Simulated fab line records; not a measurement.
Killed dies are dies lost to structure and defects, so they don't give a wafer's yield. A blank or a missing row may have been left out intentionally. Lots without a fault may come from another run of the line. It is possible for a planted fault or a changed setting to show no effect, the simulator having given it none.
Split-lot experiment -- flow n5 finfet -- 39 wafers read across 7 lots, on a route 1938 steps long

ABOUT THE SPLIT
At N5_HKMG_FIN_ETCH_35 (etches SOC in N2/H2, target depth 215.8 nm, time 243.4 s), the setting time s was moved away from the recipe's 243.4 s on 18 of the 39 wafers read, by -21.2% to +19.6%. This setting was run at the recipe's value on the other wafers.

The reading comes from the split's own step.

THE READING
SOC_of_HKMG_FIN_COAT_29.thk nm (the simulator's own value, which no gauge read), in nm, at N5_HKMG_FIN_ETCH_35 (etches SOC in N2/H2, target depth 215.8 nm, time 243.4 s). The file gives no usual value for it. Here, 21 wafers ran the recipe; their average is 85.3 nm with a standard deviation of 6.1 nm.

wafer,"tool, chamber at the split","time s as run, s",against the recipe,"SOC_of_HKMG_FIN_COAT_29.thk nm, nm",against lot-mates on the recipe
L080.1,"rie diel-05, 0",286.6,+17.7%,42,-50.1
L080.2,"rie diel-05, 1",286.6,+17.7%,51.6,-40.5
L080.3,"rie diel-05, 3",243.4,recipe,92.6,-
L080.4,"rie diel-05, 2",243.4,recipe,96,-
L080.5,"rie diel-05, 2",286.6,+17.7%,61.2,-30.9
L080.6,"rie diel-05, 1",243.4,recipe,87.6,-
L082.1,"rie diel-03, 0",191.7,-21.2%,131.8,+48.5
L082.2,"rie diel-03, 2",191.7,-21.2%,134.4,+51.1
L082.3,"rie diel-03, 1",243.4,recipe,80.6,-
L082.4,"rie diel-03, 3",243.4,recipe,84,-
L082.5,"rie diel-03, 0",191.7,-21.2%,132.4,+49.1
L082.6,"rie diel-03, 3",243.4,recipe,85.2,-
L084.1,"rie diel-03, 0",192.1,-21.1%,129.2,+49.8
L084.2,"rie diel-03, 1",243.4,recipe,78.8,-
L084.3,"rie diel-03, 3",243.4,recipe,82.2,-
L084.4,"rie diel-03, 2",192.1,-21.1%,133.6,+54.2
L084.5,"rie diel-03, 1",243.4,recipe,77.2,-
L084.6,"rie diel-03, 2",192.1,-21.1%,134.2,+54.8
L089.2,"rie diel-01, 1",243.4,recipe,83.4,-
L089.4,"rie diel-01, 2",243.4,recipe,79.8,-
L089.6,"rie diel-01, 3",243.4,recipe,86.6,-
L090.1,"rie diel-01, 2",194.3,-20.2%,123,+38.8
L090.2,"rie diel-01, 0",243.4,recipe,88,-
L090.3,"rie diel-01, 1",243.4,recipe,82.2,-
L090.4,"rie diel-01, 3",194.3,-20.2%,129.4,+45.2
L090.5,"rie diel-01, 1",243.4,recipe,82.4,-
L090.6,"rie diel-01, 2",194.3,-20.2%,123.2,+39.0
L092.1,"rie diel-01, 3",205.4,-15.6%,119.2,+39.3
L092.2,"rie diel-01, 1",243.4,recipe,82,-
L092.3,"rie diel-01, 0",205.4,-15.6%,121.4,+41.5
L092.4,"rie diel-01, 2",243.4,recipe,79.6,-
L092.5,"rie diel-01, 2",243.4,recipe,78,-
L092.6,"rie diel-01, 3",205.4,-15.6%,120,+40.1
L096.1,"rie diel-05, 0",291,+19.6%,41.4,-53.9
L096.2,"rie diel-05, 1",291,+19.6%,45.6,-49.7
L096.3,"rie diel-05, 2",291,+19.6%,55.4,-39.9
L096.4,"rie diel-05, 3",243.4,recipe,92.8,-
L096.5,"rie diel-05, 3",243.4,recipe,95.2,-
L096.6,"rie diel-05, 2",243.4,recipe,98,-

THE FIT
A straight line over all 39 wafers: SOC_of_HKMG_FIN_COAT_29.thk nm changes by -2.07 nm for each +1% of time s; r = -0.98; the points scatter about the line by 5.8 nm.
The same after taking each lot's own level away (the mean of its wafers on the recipe; 39 wafers): -2.35 nm for each +1%; r = -0.99; scatter 4.3 nm.
That fit puts the effect of the largest move of time s on the reading at 50 nm.
Measured against the standard deviation above, the lots' own levels, which go from 79.40 to 95.33 nm, span 2.6 times it.
Thus the slope moves with the lot-to-lot level: the two fits are different.
Check: with one of the wafers moved furthest among these (-21.2%) left out of the fit, the line predicts +50.1 nm for it against its lot-mates. Against them it came out at +48.5 nm.

ADDITIONAL SPLITS CARRIED BY THESE WAFERS
Before the reading, these wafers also passed through other splits. Each is held against what the fit with the lots' levels taken away leaves over:
other split on the same wafers,wafers away from the commonest value,r with SOC_of_HKMG_FIN_COAT_29.thk nm (lot level and that fit taken away)
N5_DUMMY_GATE_HM_DEP_06 target thk a,24,+0.03
N5_DUMMY_GATE_EXPOSE_12 dose mj,18,+0.11

THE WHOLE CHAIN: every reading that the file lists as answering this split, in the file's order
step,what it does,reading,change (the file's fit),r (the file's)
N5_HKMG_FIN_ETCH_35,"etches SOC in N2/H2, target depth 215.8 nm, time 243.4 s","HKMG_FIN.feature depth nm (the simulator's own value, which no gauge read)",+2.35 nm for each +1% of the setting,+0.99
N5_HKMG_FIN_ETCH_35,"etches SOC in N2/H2, target depth 215.8 nm, time 243.4 s","etch.depth nm (the simulator's own value, which no gauge read)",+2.36 nm for each +1% of the setting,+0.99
N5_HKMG_FIN_ETCH_35,"etches SOC in N2/H2, target depth 215.8 nm, time 243.4 s","SOC_of_HKMG_FIN_COAT_29.thk nm (the simulator's own value, which no gauge read)",-2.35 nm for each +1% of the setting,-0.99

FILE'S OWN FIT
SOC_of_HKMG_FIN_COAT_29.thk nm changes by -2.35 nm for each +1% of time s, r = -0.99.
